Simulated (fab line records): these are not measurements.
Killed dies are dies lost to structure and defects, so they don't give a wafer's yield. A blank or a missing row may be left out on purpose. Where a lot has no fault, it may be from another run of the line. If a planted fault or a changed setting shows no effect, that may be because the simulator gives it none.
A lot that was struck, set against a sound lot    flow n5-finfet    15 out of 1938 route steps
Sound: wafers L813.2, L813.3, L813.6. Struck: wafers L805.2, L805.4, L805.5. At the end, the cause is stated.
For every step that has rows: the tool of each side, followed by ch and its chambers, followed by its first start. Under that, the readings that differ: sound wafers    struck wafers    difference of the means    sigmas: that difference in standard deviations of wafers without a fault.
alike: a reading whose means differ by less than 2 such deviations, as well as words and numbers matching on both sides. not compared: withheld readings; readings where some wafer has no value; bounds like >300 that might hide an equal value; numbers whose values overlap and for which the record gives no deviation.
Wherever a step has rows on one side only, a row that says differs or no value, or a row with sigmas, the two part there. Numbers that don't overlap but have no deviation are shown without sigmas and don't part them. A reading missing from all wafers of one side parts the sides only when that side holds two or more wafers.

N5_SD_ACTIVATION_LSA_01: time 0.0008 s.
  sound on laser-anneal-01 ch 0, day 8 17:15; struck on laser-anneal-02 ch 0, day 6 17:12
  alike: wafer_temp_C_max
N5_SD_ACTIVATION_RS_MEAS_03: a four-point-probe measurement.
  sound on film-metro-01, day 8 17:27; struck on film-metro-01, day 6 17:23
reading           sound           struck          difference  sigmas
RS_SD_P (ohm/sq)  56.5 56.5 56.0  54.6 54.3 54.8  -1.8        -2
  alike: RS_SD_N
N5_SD_ACTIVATION_INSPECT_02: inspects for defects (darkfield).
  sound on defect-inspect-02, day 8 17:45; struck on defect-inspect-02, day 6 17:41
  alike: raw-defect-count
N5_ILD0_LINER_00: material SiNx, target thk 4 nm, pulse time 1 s, purge time 2 s.
  sound on ald-sin-03 ch 0,1,3, day 8 17:51; struck on ald-sin-01 ch 0,1,3, day 6 17:50
  alike: heater-power-w, precursor-pulse-height-rel
then, 2 steps without rows for these wafers: N5_ILD0_FCVD_FILL_01 (material SiO2 flowable, target thk 200 nm, time 328.3 s); N5_ILD0_CURE_02 (time 1800 s).
N5_ILD0_CMP_03: polishes, stops on SiNx, t overpolish 1.9 s, target thk 197.38 nm.
  sound on cmp-01 ch 2,3, day 8 20:13; struck on cmp-02 ch 0,1,2, day 6 20:14
  alike: motor-current-A, overpolish-run-s, time-to-endpoint-s
N5_ILD0_THK_MEAS_04:
  sound on film-metro-02, day 8 20:31; struck on film-metro-02, day 6 20:30
  alike: thk-nm
N5_ILD0_CMP_07: polishes SiO2 flowable, stops on poly-Si, t overpolish 1.18 s, target thk 138.88 nm.
  sound on cmp-04 ch 0,1, day 8 20:32; struck on cmp-01 ch 2,3, day 6 20:31
  alike: motor-current-A
N5_ILD0_THK_MEAS_08:
  sound on film-metro-02, day 8 20:50; struck on film-metro-02, day 6 20:49
  alike: thk-nm
then, 1 step without rows for these wafers: N5_ILD0_PRECLEAN_10 (cleans in NF3:NH3, afs cycles 5, time 20 s, sublimation time 60 s).
N5_ILD0_ALD_15: deposits SiNx, target thk 24 nm, pulse time 1 s, ald cycles 480.
  sound on ald-sin-03 ch 0,2, day 8 21:33; struck on ald-sin-04 ch 0,2,3, day 6 21:32
  no value came back on the struck wafers for ald-cycles, chamber-pressure-Torr (Torr), heater-power-w (W), precursor-pulse-height-rel; on the sound wafers ald-cycles reads 480 480 480
N5_ILD0_CMP_12: polishes SiNx, stops on poly-Si, t overpolish 6 s, target thk 17.67 nm.
  sound on cmp-02 ch 0,1,3, day 8 23:49; struck on cmp-02 ch 1,2,3, day 6 23:44
  no value came back on the struck wafers for overpolish-run-s (s), time-to-endpoint-s (s); on the sound wafers overpolish-run-s (s) reads 6.005 5.992 5.999
reading                                               sound            struck          difference  sigmas
model.SiO2_flowable_of_ILD0_FCVD_FILL_01.thk-nm (nm)  120.2 120 121.6  17.8 15.6 17.4  -103.7      
  alike: motor-current-A
N5_BEOL_M4_RC_MEAS_101:
  the record has rows for the sound wafers here (prober-01 ch 0, day 14 04:32) and none for the struck ones
-- here the record skips 9 days between the struck wafers' starts before and after, leaving off in module BEOL_M4 and picking up in module PASSIVATION (first step shown: number 1936 of the route) --
N5_PASSIVATION_PROBE_49:
  sound on prober-02, day 18 17:21; struck on prober-02, day 15 17:10
reading                   sound           struck          difference  sigmas
defect-limited-yield (%)  92.8 90.3 91.1  26.4 25.9 26.0  -65.3       -47
killed-at-front-end       26 34 49        808 802 808     +770        +70
killed-dies               85 114 105      868 874 873     +770        +45
killed-on-rim             16 12 13        52 149 142      +101        +29
sort_bin_5_function (%)   4.3 6.3 5.4     70.3 71.2 70.8  +65.4       +74
sort-n-pass               1095 1066 1075  312 306 307     -770        -45
sort-yield-pct (%)        92.8 90.3 91.1  26.4 25.9 26.0  -65.3       -47
  alike: killed_at_M0_to_M3, killed_at_M4_up, killed-at-contacts, killed-at-other, killed-open, killed-short, sort_bin_6_memory

WHERE THEY PART
First at N5_SD_ACTIVATION_RS_MEAS_03; last, within this record, at N5_PASSIVATION_PROBE_49.

WHY: what had been put in by the simulator
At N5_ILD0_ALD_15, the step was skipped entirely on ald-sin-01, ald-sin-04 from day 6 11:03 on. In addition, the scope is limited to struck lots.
